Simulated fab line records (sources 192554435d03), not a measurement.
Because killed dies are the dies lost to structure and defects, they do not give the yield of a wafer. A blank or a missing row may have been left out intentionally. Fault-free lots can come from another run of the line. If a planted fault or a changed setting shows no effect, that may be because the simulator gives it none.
fab line records	flow n5Finfet
[record] lots = 24	wafers = 72	lastDay = 20
route steps=1938 shown BEOL_M14@1727 BEOL_M15@1783
lots untouched by any fault: they come from a run of this same line in which no faults occurred
startH: start of the lot's first displayed wafer, in hours after the record's first day	waitH: hours since the lot's step before	" same as the row above	L1.1+2: one row covering several wafers at once	- no value, or no start given	* or withheld: withheld	< > ~ a bound
route shown NAME@n: NAME is a module with steps in the file, n the number in the route of the first one	usual: mean/standard deviation taken from wafers without a fault	same: alike in all rows	chamber/n: place in a boat	sites: each site's reading	_std_site: their standard deviation	_edge_site: inner sites' mean taken away from outer sites' mean	radiusMm: how far each site lies from the wafer's centre	mask NAME#n: copy n	behind: tool/chamber where the wafer was last shaped	hold: why the lot was held/for how many hours/how that ended	device: whichever transistor did not switch (one of n, p or np)	end of line: the tests these same wafers got at the end of their route	a step given without rows: its recipe and nothing more	killed: count of dies lost to structure and defects at first sort (not the wafer's yield)	map: per-die view of a wafer (x killed, . not killed, _ where there is no die)
set.NAME: the setting the step ran with; set.NAME@STEP: the setting that earlier step ran with	model.NAME: the simulator's own value behind a step, which no gauge read
steps of the route over a sample of lots; a table a step, a row a wafer
services: from which hour (startH, from the record's first day; less than 0 if before it) a tool's chamber was out of use, for how many hours, and why
[[steps]]
[step N5_BEOL_M14_OVL_MEAS_11]
[recipe] pointsPerWafer = 44
[usual] V13_OVL = 0/5.2
lot.wafer	tool	chamber	startH	waitH	V13_OVL[nm]
L075.3	overlay-01	0	308.93	0.0	-6
L075.4	"	0	"	"	-4
L075.6	"	0	"	"	2
L074.1	overlay-01	0	316.57	0.1	-2
L074.5	"	0	"	"	4
L074.6	"	0	"	"	4
L076.1	overlay-01	0	318.42	0.0	-3
L076.5	"	0	"	"	2
L076.6	"	0	"	"	11
L078.1	overlay-01	0	320.41	0.0	-6
L078.2	"	0	"	"	-3
L078.4	"	0	"	"	0
L077.2	overlay-01	0	335.93	0.0	-5
L077.3	"	0	"	"	-1
L077.6	"	0	"	"	-3
L079.4	overlay-02	0	339.05	0.1	2
L079.5	"	0	"	"	-9
L079.6	"	0	"	"	-1
L081.2	overlay-01	0	359.16	0.0	-2
L081.5	"	0	"	"	-1
L081.6	"	0	"	"	-1
L084.2	overlay-02	0	366.88	0.0	10
L084.3	"	0	"	"	-4
L084.6	"	0	"	"	3
L082.4	overlay-01	0	372.88	0.0	2
L082.5	"	0	"	"	-4
L082.6	"	0	"	"	-5
L080.1	overlay-02	0	378.30	0.0	1
L080.5	"	0	"	"	-5
L080.6	"	0	"	"	6
L083.1	overlay-02	0	384.38	0.0	0
L083.4	"	0	"	"	-8
L083.5	"	0	"	"	0
L087.1	overlay-02	0	387.87	0.0	5
L087.2	"	0	"	"	9
L087.3	"	0	"	"	3
L085.1	overlay-02	0	398.32	0.0	1
L085.4	"	0	"	"	8
L085.5	"	0	"	"	2
L088.3	overlay-02	0	402.71	0.0	5
L088.4	"	0	"	"	7
L088.5	"	0	"	"	1
L089.3	overlay-02	0	417.65	0.1	0
L089.5	"	0	"	"	1
L089.6	"	0	"	"	-1
L090.1	overlay-02	0	417.94	0.0	0
L090.4	"	0	"	"	-6
L090.5	"	0	"	"	-5
L091.2	overlay-02	0	420.79	0.0	-4
L091.3	"	0	"	"	3
L091.4	"	0	"	"	1
L093.1	overlay-02	0	420.96	0.0	-4
L093.3	"	0	"	"	-6
L093.4	"	0	"	"	-9
L095.1	overlay-02	0	427.14	0.1	8
L095.4	"	0	"	"	3
L095.6	"	0	"	"	1
L086.3	overlay-01	0	429.61	0.0	-1
L086.4	"	0	"	"	-15
L086.5	"	0	"	"	-5
L094.1	overlay-02	0	442.04	0.0	6
L094.4	"	0	"	"	0
L094.6	"	0	"	"	8
L092.2	overlay-01	0	447.28	0.0	1
L092.5	"	0	"	"	0
L092.6	"	0	"	"	10
L097.3	overlay-01	0	453.76	0.0	7
L097.4	"	0	"	"	0
L097.6	"	0	"	"	2
L096.3	overlay-01	0	454.33	0.0	-1
L096.4	"	0	"	"	-6
L096.5	"	0	"	"	2
[step N5_BEOL_M14_DESCUM_15]
[recipe] chemistry = O2	timeS = 7.9	sourcePowerW = 50	biasPowerW = 20	pressureMtorr = 20	rfFrequencyHz = 2.712e+07	tempC = 40	o2FlowSccm = 225
[usual] drypumpMotorCurrentA = 5.8/0.53	oesProductAu = 0.82/0.07	rfFwdPowerW = 49.44/0.17	rfVppV = 243.5/1.6	showerheadPlenumPTorr = 2.11/0.089	throttleValvePct = 20.32/0.3
lot.wafer	tool	chamber	startH	waitH	drypumpMotorCurrentA	oesProductAu	rfFwdPowerW	rfHoursCounterH	rfVppV	showerheadPlenumPTorr	throttleValvePct
L075.3	rieDiel-05	1	308.99	0.0	5.2	0.99	49.31	0	242.4	2.04	19.76
L075.4	"	2	"	"	5.8	0.78	49.55	-	243.5	2.10	20.16
L075.6	"	3	"	"	5.3	0.69	49.50	-	243.0	2.06	20.27
L074.1	rieDiel-03	2	316.72	0.1	5.8	0.90	49.27	49	244.8	2.23	20.42
L074.5	"	3	"	"	5.9	0.90	49.22	-	245.8	2.22	20.16
L074.6	"	0	"	"	5.0	0.91	49.41	-	242.7	2.06	19.98
L076.1	rieDiel-05	1	318.63	0.2	5.1	0.96	49.54	5	243.1	2.04	19.78
L076.5	"	2	"	"	5.9	0.78	49.65	-	243.5	2.10	20.15
L076.6	"	1	"	"	5.1	0.96	49.42	-	243.6	2.04	19.77
L078.1	rieDiel-02	1	320.47	0.0	5.6	0.82	49.51	76	242.5	2.04	20.22
L078.2	"	3	"	"	6.8	0.75	49.64	126	244.0	2.22	20.76
L078.4	"	0	"	"	5.3	0.78	49.38	90	245.9	2.19	20.44
L077.2	rieDiel-03	0	335.99	0.0	5.0	0.89	49.80	17	242.5	2.06	20.00
L077.3	"	2	"	"	5.7	0.87	49.35	55	247.8	2.23	20.39
L077.6	"	1	"	"	6.3	0.78	49.35	-	243.0	2.01	20.70
L079.4	rieDiel-03	0	339.55	0.5	5.0	0.89	49.59	18	241.2	2.06	20.01
L079.5	"	3	"	"	6.0	0.89	49.23	-	245.5	2.22	20.16
L079.6	"	0	"	"	5.0	0.89	49.61	-	242.6	2.05	20.00
L081.2	rieDiel-05	0	359.22	0.0	6.4	0.88	49.22	38	246.1	2.21	20.56
L081.5	"	0	"	"	6.4	0.88	49.25	-	245.8	2.21	20.55
L081.6	"	1	"	"	5.2	0.91	49.32	-	242.3	2.04	19.81
L084.2	rieDiel-02	2	367.30	0.4	6.5	0.71	49.40	217	241.9	1.99	20.55
L084.3	"	3	"	"	6.8	0.74	49.52	141	242.7	2.21	20.80
L084.6	"	2	"	"	6.5	0.72	49.45	-	241.9	1.99	20.56
L082.4	rieDiel-03	0	372.94	0.0	5.0	0.87	49.49	28	242.1	2.05	20.02
L082.5	"	1	"	"	6.3	0.78	49.37	-	242.8	2.00	20.72
L082.6	"	2	"	"	5.7	0.87	49.53	-	245.7	2.22	20.45
L080.1	rieDiel-05	1	378.36	0.0	5.1	0.89	49.29	28	242.7	2.03	19.82
L080.5	"	1	"	"	5.2	0.89	49.26	-	243.5	2.03	19.80
L080.6	"	2	"	"	5.8	0.76	49.56	-	243.7	2.09	20.20
L083.1	rieDiel-03	1	384.44	0.0	6.3	0.77	49.25	130	241.0	2.00	20.75
L083.4	"	3	"	"	6.0	0.86	49.38	62	244.9	2.21	20.18
L083.5	"	3	"	"	6.0	0.87	49.43	-	244.3	2.21	20.19
L087.1	rieDiel-05	2	387.93	0.0	5.8	0.76	49.61	151	243.3	2.09	20.21
L087.2	"	0	"	"	6.5	0.87	49.34	48	244.4	2.21	20.55
L087.3	"	1	"	"	5.1	0.90	49.64	31	242.3	2.03	19.82
L085.1	rieDiel-03	3	398.38	0.0	5.9	0.86	49.35	67	244.9	2.21	20.19
L085.4	"	1	"	"	6.3	0.77	49.53	135	242.3	2.00	20.73
L085.5	"	3	"	"	6.0	0.86	49.41	-	244.0	2.21	20.20
L088.3	rieDiel-03	2	403.10	0.4	5.7	0.85	49.17	78	243.6	2.22	20.46
L088.4	"	0	"	"	5.0	0.84	49.48	38	241.4	2.05	20.03
L088.5	"	1	"	"	6.3	0.78	49.32	-	240.5	2.00	20.74
L089.3	rieDiel-05	3	417.86	0.2	5.3	0.93	49.55	18	243.1	2.05	19.86
L089.5	"	0	"	"	6.4	0.86	49.40	-	245.1	2.21	20.57
L089.6	"	3	"	"	5.3	0.92	49.44	-	241.8	2.05	19.87
L090.1	rieDiel-02	2	418.30	0.3	6.4	0.71	49.58	230	241.2	1.98	20.58
L090.4	"	0	"	"	5.3	0.75	49.77	-	244.1	2.17	20.51
L090.5	"	3	"	"	6.8	0.71	49.60	-	245.3	2.20	20.82
L091.2	rieDiel-03	3	421.05	0.2	5.9	0.84	49.41	76	244.7	2.21	20.20
L091.3	"	0	"	"	5.0	0.83	49.47	44	242.6	2.05	20.03
L091.4	"	1	"	"	6.3	0.76	49.64	144	239.8	2.00	20.73
L093.1	rieDiel-03	1	421.44	0.5	6.3	0.76	49.43	144	241.8	2.00	20.76
L093.3	"	2	"	"	5.8	0.84	49.33	87	245.4	2.21	20.47
L093.4	"	0	"	"	5.0	0.84	49.59	44	241.8	2.05	20.03
L095.1	rieDiel-03	2	427.33	0.2	5.7	0.84	49.16	89	245.4	2.21	20.48
L095.4	"	3	"	"	5.9	0.84	49.43	79	245.6	2.21	20.23
L095.6	"	0	"	"	5.0	0.84	49.56	-	242.3	2.04	20.02
L086.3	rieDiel-03	3	429.67	0.0	5.9	0.84	49.35	80	247.1	2.21	20.21
L086.4	"	0	"	"	5.0	0.84	49.39	48	242.7	2.04	20.04
L086.5	"	3	"	"	5.9	0.84	49.31	-	244.5	2.21	20.22
L094.1	rieDiel-03	2	442.39	0.3	5.7	0.84	49.02	95	246.2	2.21	20.47
L094.4	"	1	"	"	6.3	0.76	49.09	153	241.4	1.99	20.75
L094.6	"	2	"	"	5.7	0.84	49.25	-	242.8	2.21	20.49
L092.2	rieDiel-02	0	447.34	0.0	5.3	0.74	49.85	136	244.7	2.17	20.49
L092.5	"	2	"	"	6.5	0.70	49.66	-	242.9	1.98	20.59
L092.6	"	3	"	"	6.8	0.72	49.70	-	245.1	2.20	20.82
L097.3	rieDiel-02	0	454.36	0.6	5.3	0.74	49.64	138	245.2	2.17	20.53
L097.4	"	3	"	"	6.8	0.71	49.56	176	245.4	2.20	20.82
L097.6	"	3	"	"	6.8	0.71	49.51	-	245.9	2.20	20.83
L096.3	rieDiel-03	2	454.80	0.4	5.7	0.83	49.27	98	245.2	2.21	20.49
L096.4	"	1	"	"	6.3	0.74	49.26	156	243.4	1.99	20.76
L096.5	"	2	"	"	5.7	0.82	49.46	-	244.8	2.21	20.48
[step N5_BEOL_M14_SPUTTER_44]
[recipe] material = Ta	targetThkA = 150	tempC = 50	biasV = 80	powerW = 15000	chamberPressurePa = 0.07	timeS = 24.19
[usual] cathodeDcPowerW = 15000/2.6	throttleValvePct = 29.7/0.89
lot.wafer	tool	chamber	startH	waitH	cathodeDcPowerW	throttleValvePct
L075.3	pvdSputter-03	-	311.63	0.0	14994	28.8
L075.4	"	-	"	"	15001	30.0
L075.6	"	-	"	"	14997	29.9
L074.1	pvdSputter-02	-	319.17	0.0	15000	31.0
L074.5	"	-	"	"	15001	30.3
L074.6	"	-	"	"	15003	30.5
L076.1	pvdSputter-01	-	322.95	0.0	15003	29.6
L076.5	"	-	"	"	15005	28.8
L076.6	"	-	"	"	14998	28.6
L078.1	pvdSputter-03	-	323.10	0.0	15000	31.1
L078.2	"	-	"	"	14997	29.9
L078.4	"	-	"	"	14999	28.5
L077.2	pvdSputter-01	-	338.28	0.0	15000	28.6
L077.3	"	-	"	"	14999	29.0
L077.6	"	-	"	"	15003	28.8
L079.4	pvdSputter-02	-	343.45	0.0	14998	30.1
L079.5	"	-	"	"	15002	30.4
L079.6	"	-	"	"	15000	30.7
L081.2	pvdSputter-02	-	364.60	0.0	14999	29.2
L081.5	"	-	"	"	15002	30.4
L081.6	"	-	"	"	14998	29.0
L084.2	pvdSputter-01	-	371.51	0.0	14999	28.7
L084.3	"	-	"	"	14999	29.0
L084.6	"	-	"	"	14999	28.8
L082.4	pvdSputter-03	-	375.84	0.0	14996	30.2
L082.5	"	-	"	"	14997	30.0
L082.6	"	-	"	"	14998	28.4
L080.1	pvdSputter-02	-	381.32	0.0	15003	30.8
L080.5	"	-	"	"	14999	29.1
L080.6	"	-	"	"	14999	30.4
L083.1	pvdSputter-01	-	391.82	0.0	14996	31.4
L083.4	"	-	"	"	15003	28.6
L083.5	"	-	"	"	14994	29.0
L087.1	pvdSputter-02	-	391.88	0.0	14996	30.6
L087.2	"	-	"	"	14996	29.2
L087.3	"	-	"	"	14996	29.3
L085.1	pvdSputter-03	-	400.37	0.0	15000	28.5
L085.4	"	-	"	"	14998	30.4
L085.5	"	-	"	"	15001	28.6
L088.3	pvdSputter-03	-	405.61	0.0	14998	28.5
L088.4	"	-	"	"	15003	30.0
L088.5	"	-	"	"	14996	28.7
L089.3	pvdSputter-01	-	420.90	0.0	15004	31.3
L089.5	"	-	"	"	15003	29.6
L089.6	"	-	"	"	15000	28.5
L090.1	pvdSputter-03	-	421.66	0.0	14998	28.5
L090.4	"	-	"	"	15000	30.3
L090.5	"	-	"	"	14997	30.3
L091.2	pvdSputter-01	-	427.59	0.0	14999	29.0
L091.3	"	-	"	"	15001	31.1
L091.4	"	-	"	"	15000	29.6
L093.1	pvdSputter-03	-	428.40	0.0	15003	30.4
L093.3	"	-	"	"	15004	30.9
L093.4	"	-	"	"	15000	28.4
L095.1	pvdSputter-01	-	431.13	0.0	14999	31.1
L095.4	"	-	"	"	14999	28.5
L095.6	"	-	"	"	14997	28.8
L086.3	pvdSputter-01	-	434.39	0.0	15004	29.9
L086.4	"	-	"	"	15000	29.0
L086.5	"	-	"	"	14994	29.3
L094.1	pvdSputter-02	-	445.93	0.0	14997	30.7
L094.4	"	-	"	"	15001	30.6
L094.6	"	-	"	"	15004	30.6
L092.2	pvdSputter-03	-	452.93	0.0	14998	30.4
L092.5	"	-	"	"	15001	28.5
L092.6	"	-	"	"	15003	30.1
L097.3	pvdSputter-01	-	458.65	0.0	15000	28.6
L097.4	"	-	"	"	15004	30.6
L097.6	"	-	"	"	14999	29.7
L096.3	pvdSputter-03	-	459.65	0.0	15001	28.6
L096.4	"	-	"	"	14999	30.6
L096.5	"	-	"	"	15003	28.5
[step N5_BEOL_M14_DEP_53]
[recipe] material = SiCN	targetThkA = 500	tempC = withheld	precursor = 3MS/NH3	pressureTorr = 3	rfW = 675	timeS = 17.8
[usual] rfFwdPowerW = 666.2/2.9	showerheadPlenumPTorr = 4.149/0.029	throttleValvePct = 17.3/0.69
lot.wafer	tool	chamber	startH	waitH	rfFwdPowerW	showerheadPlenumPTorr	throttleValvePct
L075.3	pecvd-03	1	313.19	0.0	666.4	4.140	17.8
L075.4	"	1	"	"	665.3	4.140	17.8
L075.6	"	2	"	"	664.4	4.087	17.9
L074.1	pecvd-03	2	320.21	0.0	667.0	4.095	17.9
L074.5	"	1	"	"	668.8	4.159	17.8
L074.6	"	0	"	"	669.3	4.164	18.7
L076.1	pecvd-02	1	325.91	0.0	663.6	4.175	17.7
L076.5	"	2	"	"	667.5	4.174	16.5
L076.6	"	1	"	"	666.2	4.183	18.0
L078.1	pecvd-01	0	326.35	0.0	664.8	4.175	17.1
L078.2	"	1	"	"	664.2	4.158	16.6
L078.4	"	2	"	"	661.0	4.105	16.3
L077.2	pecvd-01	1	339.32	0.0	662.6	4.162	16.9
L077.3	"	2	"	"	667.9	4.111	16.5
L077.6	"	2	"	"	671.2	4.111	16.4
L079.4	pecvd-02	2	344.50	0.0	669.4	4.164	16.8
L079.5	"	0	"	"	662.4	4.141	17.0
L079.6	"	1	"	"	667.3	4.180	17.9
L081.2	pecvd-02	0	365.64	0.0	662.9	4.146	16.7
L081.5	"	1	"	"	663.6	4.181	17.5
L081.6	"	2	"	"	670.0	4.179	16.5
L084.2	pecvd-03	2	372.72	0.0	669.8	4.099	18.1
L084.3	"	0	"	"	666.6	4.170	18.3
L084.6	"	1	"	"	662.8	4.158	17.7
L082.4	pecvd-01	0	377.06	0.0	662.4	4.165	16.9
L082.5	"	1	"	"	663.1	4.159	16.9
L082.6	"	0	"	"	659.7	4.168	17.0
L080.1	pecvd-02	0	382.54	0.0	662.0	4.158	16.9
L080.5	"	1	"	"	664.0	4.188	17.6
L080.6	"	2	"	"	668.3	4.182	16.4
L083.1	pecvd-03	2	392.88	0.0	667.8	4.093	17.7
L083.4	"	0	"	"	670.1	4.168	18.7
L083.5	"	0	"	"	666.2	4.163	18.3
L087.1	pecvd-01	2	392.92	0.0	669.6	4.108	16.6
L087.2	"	1	"	"	666.3	4.166	16.5
L087.3	"	0	"	"	661.5	4.164	17.1
L085.1	pecvd-01	2	401.45	0.0	669.8	4.100	16.4
L085.4	"	2	"	"	665.0	4.099	16.6
L085.5	"	1	"	"	663.7	4.165	16.6
L088.3	pecvd-03	0	406.70	0.0	670.6	4.174	18.4
L088.4	"	2	"	"	665.8	4.105	17.8
L088.5	"	2	"	"	667.0	4.092	18.0
L089.3	pecvd-03	1	421.95	0.0	670.9	4.146	17.0
L089.5	"	1	"	"	666.2	4.149	17.0
L089.6	"	0	"	"	669.5	4.156	18.5
L090.1	pecvd-01	2	422.73	0.0	669.9	4.093	16.7
L090.4	"	1	"	"	665.3	4.170	16.8
L090.5	"	1	"	"	666.3	4.166	16.7
L091.2	pecvd-02	0	429.10	0.0	663.0	4.152	17.3
L091.3	"	2	"	"	665.7	4.180	16.5
L091.4	"	0	"	"	663.8	4.152	16.8
L093.1	pecvd-03	0	429.44	0.0	670.5	4.160	18.6
L093.3	"	2	"	"	667.6	4.098	17.8
L093.4	"	1	"	"	663.3	4.147	16.9
L095.1	pecvd-02	0	432.17	0.0	663.7	4.164	16.7
L095.4	"	0	"	"	662.2	4.148	16.6
L095.6	"	1	"	"	667.3	4.185	17.8
L086.3	pecvd-01	0	435.43	0.0	662.1	4.158	17.0
L086.4	"	1	"	"	664.0	4.167	16.8
L086.5	"	0	"	"	660.3	4.166	16.9
L094.1	pecvd-03	1	446.97	0.0	667.9	4.143	17.0
L094.4	"	0	"	"	670.6	4.168	18.6
L094.6	"	2	"	"	666.6	4.107	17.7
L092.2	pecvd-02	0	453.99	0.0	662.9	4.152	16.9
L092.5	"	2	"	"	668.4	4.177	16.9
L092.6	"	1	"	"	667.7	4.181	17.7
L097.3	pecvd-03	2	459.69	0.0	662.8	4.093	18.2
L097.4	"	0	"	"	668.1	4.164	18.2
L097.6	"	2	"	"	668.0	4.092	18.1
L096.3	pecvd-02	1	461.24	0.0	668.9	4.182	17.6
L096.4	"	1	"	"	667.9	4.185	17.7
L096.5	"	2	"	"	667.4	4.171	16.9
[step N5_BEOL_M15_CD_MEAS_10]
[recipe] targetCdNm = 360	landingEnergyEv = 500	detector = seInlens	polarity = opening
[usual] cdNm = 359.4/1.7
lot.wafer	tool	chamber	startH	waitH	cdNm
L075.3	cdSem-03	0	314.05	-	362.1
L075.4	"	0	"	"	361.2
L075.6	"	0	"	"	361.8
L074.1	cdSem-03	0	321.02	-	358.5
L074.5	"	0	"	"	361.4
L074.6	"	0	"	"	360.1
L076.1	cdSem-02	0	326.71	-	358.9
L076.5	"	0	"	"	357.6
L076.6	"	0	"	"	358.1
L078.1	cdSem-01	0	327.03	-	360.2
L078.2	"	0	"	"	361.1
L078.4	"	0	"	"	358.2
L077.2	cdSem-02	0	340.00	-	359.7
L077.3	"	0	"	"	358.2
L077.6	"	0	"	"	356.0
L079.4	cdSem-01	0	345.30	-	360.1
L079.5	"	0	"	"	361.6
L079.6	"	0	"	"	358.5
L081.2	cdSem-01	0	366.45	-	361.2
L081.5	"	0	"	"	360.7
L081.6	"	0	"	"	358.8
L084.2	cdSem-03	0	373.41	-	356.4
L084.3	"	0	"	"	356.8
L084.6	"	0	"	"	359.5
L082.4	cdSem-01	0	378.18	-	359.7
L082.5	"	0	"	"	360.5
L082.6	"	0	"	"	360.1
L080.1	cdSem-01	0	383.34	-	359.9
L080.5	"	0	"	"	359.8
L080.6	"	0	"	"	361.0
L083.1	cdSem-02	0	393.58	-	356.7
L083.4	"	0	"	"	357.1
L083.5	"	0	"	"	360.0
L087.1	cdSem-01	0	393.74	-	359.2
L087.2	"	0	"	"	364.0
L087.3	"	0	"	"	360.4
L085.1	cdSem-03	0	402.26	-	361.8
L085.4	"	0	"	"	360.7
L085.5	"	0	"	"	357.4
L088.3	cdSem-03	0	407.38	-	359.3
L088.4	"	0	"	"	360.3
L088.5	"	0	"	"	361.0
L089.3	cdSem-01	0	422.64	-	357.8
L089.5	"	0	"	"	357.9
L089.6	"	0	"	"	361.7
L090.1	cdSem-02	0	423.46	-	359.0
L090.4	"	0	"	"	358.5
L090.5	"	0	"	"	361.0
L091.2	cdSem-02	0	429.79	-	359.5
L091.3	"	0	"	"	357.1
L091.4	"	0	"	"	356.3
L093.1	cdSem-01	0	430.12	-	358.3
L093.3	"	0	"	"	362.2
L093.4	"	0	"	"	358.7
L095.1	cdSem-03	0	432.98	-	358.4
L095.4	"	0	"	"	361.1
L095.6	"	0	"	"	361.4
L086.3	cdSem-01	0	436.11	-	360.2
L086.4	"	0	"	"	359.6
L086.5	"	0	"	"	358.5
L094.1	cdSem-03	0	447.78	-	361.2
L094.4	"	0	"	"	361.7
L094.6	"	0	"	"	357.6
L092.2	cdSem-02	0	454.80	-	359.8
L092.5	"	0	"	"	357.6
L092.6	"	0	"	"	356.4
L097.3	cdSem-02	0	460.38	-	358.7
L097.4	"	0	"	"	359.4
L097.6	"	0	"	"	361.4
L096.3	cdSem-02	0	462.06	-	362.5
L096.4	"	0	"	"	361.8
L096.5	"	0	"	"	361.7
[step N5_BEOL_M15_STRIP_63]
[recipe] chemistry = O2	powerW = 600	tempC = 60	pressureMtorr = 30	rfFrequencyHz = 6e+07	biasPowerW = 0	overashFraction = 0.3	o2FlowSccm = 225
[usual] drypumpMotorCurrentA = 5.9/0.38	oesProductAu = 0.79/0.066	rfVppV = 3.7/0.77	showerheadPlenumPTorr = 2.06/0.083	throttleValvePct = 16.65/0.27
lot.wafer	tool	chamber	startH	waitH	drypumpMotorCurrentA	oesProductAu	rfHoursCounterH	rfVppV	showerheadPlenumPTorr	throttleValvePct
L075.3	rieDiel-04	0	-	-	5.7	0.71	194	4.4	2.09	16.73
L075.4	"	1	"	"	6.3	0.89	33	4.3	2.16	16.84
L075.6	"	2	"	"	5.9	0.84	-	3.9	2.06	16.71
L074.1	rieDiel-04	0	-	-	5.7	0.72	197	5.1	2.09	16.73
L074.5	"	0	"	"	5.7	0.71	-	4.7	2.09	16.75
L074.6	"	1	"	"	6.4	0.89	-	4.2	2.16	16.87
L076.1	rieDiel-01	1	-	-	6.1	0.75	154	3.1	2.02	16.73
L076.5	"	3	"	"	6.3	0.76	-	2.5	2.17	16.94
L076.6	"	0	"	"	6.1	0.76	-	4.8	1.94	16.97
L078.1	rieDiel-06	0	-	-	5.9	0.83	63	3.3	2.04	16.11
L078.2	"	3	"	"	6.3	0.75	165	4.4	1.93	16.55
L078.4	"	1	"	"	5.7	0.96	15	2.8	2.13	16.24
L077.2	rieDiel-01	0	-	-	6.1	0.75	150	2.4	1.94	16.98
L077.3	"	1	"	"	6.1	0.75	158	4.1	2.01	16.73
L077.6	"	0	"	"	6.1	0.75	-	4.1	1.94	16.98
L079.4	rieDiel-01	2	-	-	6.1	0.84	49	3.1	2.11	16.18
L079.5	"	1	"	"	6.1	0.75	-	4.4	2.01	16.74
L079.6	"	0	"	"	6.1	0.74	-	3.6	1.94	16.98
L081.2	rieDiel-04	3	-	-	5.2	0.81	92	3.0	2.13	16.64
L081.5	"	0	"	"	5.7	0.71	-	4.7	2.08	16.75
L081.6	"	3	"	"	5.3	0.81	-	3.1	2.13	16.67
L084.2	rieDiel-04	1	-	-	6.3	0.86	49	3.7	2.15	16.90
L084.3	"	2	"	"	5.9	0.82	83	3.5	2.05	16.75
L084.6	"	3	"	"	5.3	0.81	-	2.3	2.13	16.69
L082.4	rieDiel-06	1	-	-	5.7	0.92	29	2.9	2.13	16.26
L082.5	"	3	"	"	6.3	0.73	-	3.4	1.92	16.59
L082.6	"	2	"	"	5.2	0.87	-	4.7	2.14	16.40
L080.1	rieDiel-04	0	-	-	5.7	0.70	211	5.0	2.08	16.76
L080.5	"	3	"	"	5.2	0.80	-	3.8	2.13	16.66
L080.6	"	2	"	"	5.9	0.81	-	2.7	2.05	16.78
L083.1	rieDiel-06	2	-	-	5.2	0.86	47	2.7	2.14	16.43
L083.4	"	1	"	"	5.7	0.92	33	3.6	2.13	16.31
L083.5	"	2	"	"	5.2	0.86	-	3.7	2.14	16.42
L087.1	rieDiel-04	3	-	-	5.2	0.79	100	2.9	2.13	16.68
L087.2	"	1	"	"	6.3	0.85	55	3.9	2.15	16.89
L087.3	"	0	"	"	5.7	0.69	214	3.7	2.08	16.76
L085.1	rieDiel-04	0	-	-	5.7	0.70	217	3.7	2.08	16.77
L085.4	"	1	"	"	6.3	0.86	59	3.1	2.15	16.88
L085.5	"	2	"	"	5.9	0.79	-	3.5	2.05	16.79
L088.3	rieDiel-06	2	-	-	5.2	0.86	51	3.4	2.14	16.43
L088.4	"	3	"	"	6.4	0.74	189	2.7	1.92	16.57
L088.5	"	1	"	"	5.7	0.90	-	3.2	2.13	16.27
L089.3	rieDiel-01	0	-	-	6.1	0.73	-	3.9	1.93	17.03
L089.5	"	0	"	"	6.1	0.74	-	3.8	1.93	16.99
L089.6	"	1	"	"	6.1	0.72	-	5.0	2.01	16.74
L090.1	rieDiel-01	1	-	-	6.1	0.73	184	4.3	2.01	16.75
L090.4	"	0	"	"	6.1	0.73	-	4.7	1.93	17.04
L090.5	"	0	"	"	6.0	0.73	-	4.0	1.93	17.02
L091.2	rieDiel-06	2	-	-	5.2	0.86	59	2.9	2.14	16.42
L091.3	"	3	"	"	6.3	0.72	197	2.4	1.92	16.60
L091.4	"	1	"	"	5.7	0.90	45	3.9	2.12	16.28
L093.1	rieDiel-01	3	-	-	6.3	0.73	227	3.1	2.17	16.97
L093.3	"	1	"	"	6.1	0.72	186	2.4	2.00	16.77
L093.4	"	0	"	"	6.2	0.73	179	3.8	1.93	17.01
L095.1	rieDiel-01	1	-	-	6.1	0.74	187	2.8	2.01	16.79
L095.4	"	0	"	"	6.1	0.73	180	2.9	1.93	17.05
L095.6	"	0	"	"	6.1	0.73	-	4.9	1.93	17.01
L086.3	rieDiel-06	3	-	-	6.3	0.72	199	2.7	1.92	16.61
L086.4	"	0	"	"	5.9	0.78	95	3.2	2.03	16.22
L086.5	"	2	"	"	5.2	0.84	-	5.0	2.14	16.43
L094.1	rieDiel-04	0	-	-	5.7	0.69	232	3.0	2.08	16.81
L094.4	"	3	"	"	5.3	0.80	118	3.9	2.12	16.73
L094.6	"	3	"	"	5.3	0.79	-	3.6	2.12	16.75
L092.2	rieDiel-06	3	-	-	6.3	0.71	204	4.0	1.92	16.62
L092.5	"	0	"	"	5.9	0.77	-	5.2	2.03	16.23
L092.6	"	1	"	"	5.7	0.88	-	3.8	2.12	16.30
L097.3	rieDiel-01	1	-	-	6.1	0.71	195	2.7	2.00	16.80
L097.4	"	2	"	"	6.1	0.82	81	2.4	2.10	16.25
L097.6	"	1	"	"	6.1	0.71	-	4.0	2.00	16.80
L096.3	rieDiel-06	1	-	-	5.8	0.87	54	2.6	2.12	16.29
L096.4	"	2	"	"	5.2	0.84	68	2.5	2.13	16.42
L096.5	"	2	"	"	5.2	0.82	-	3.1	2.13	16.46
[[services]]
tool	chamber	startH	hours	kind
pecvd-03	2	289.21	5.5	scheduledDown
pecvd-03	-	289.91	1.7	repair
pecvd-02	-	311.91	1.3	repair
pecvd-01	-	316.05	2.9	repair
pvdSputter-02	-	325.03	0.5	repair
rieDiel-04	0	327.20	4.9	repair
rieDiel-05	2	330.50	5.1	repair
pecvd-03	0	336.98	2.1	scheduledDown
pvdSputter-02	-	345.96	8.9	repair
pecvd-03	-	352.76	14.6	pm
rieDiel-02	2	383.45	6.2	repair
pecvd-02	-	383.77	14.6	pm
pvdSputter-03	-	388.30	6.5	repair
rieDiel-02	-	401.16	2.8	pm
rieDiel-01	3	415.83	13.0	repair
rieDiel-01	2	421.82	7.1	repair
pvdSputter-03	-	424.16	2.9	repair
rieDiel-03	0	432.16	6.3	repair
rieDiel-05	-	439.66	0.5	repair
pvdSputter-03	-	442.26	2.5	repair
pvdSputter-01	-	444.36	2.9	repair
rieDiel-06	1	456.28	1.6	repair
rieDiel-03	1	457.95	3.0	repair
rieDiel-02	0	459.73	7.3	repair
[[key]]
fault none
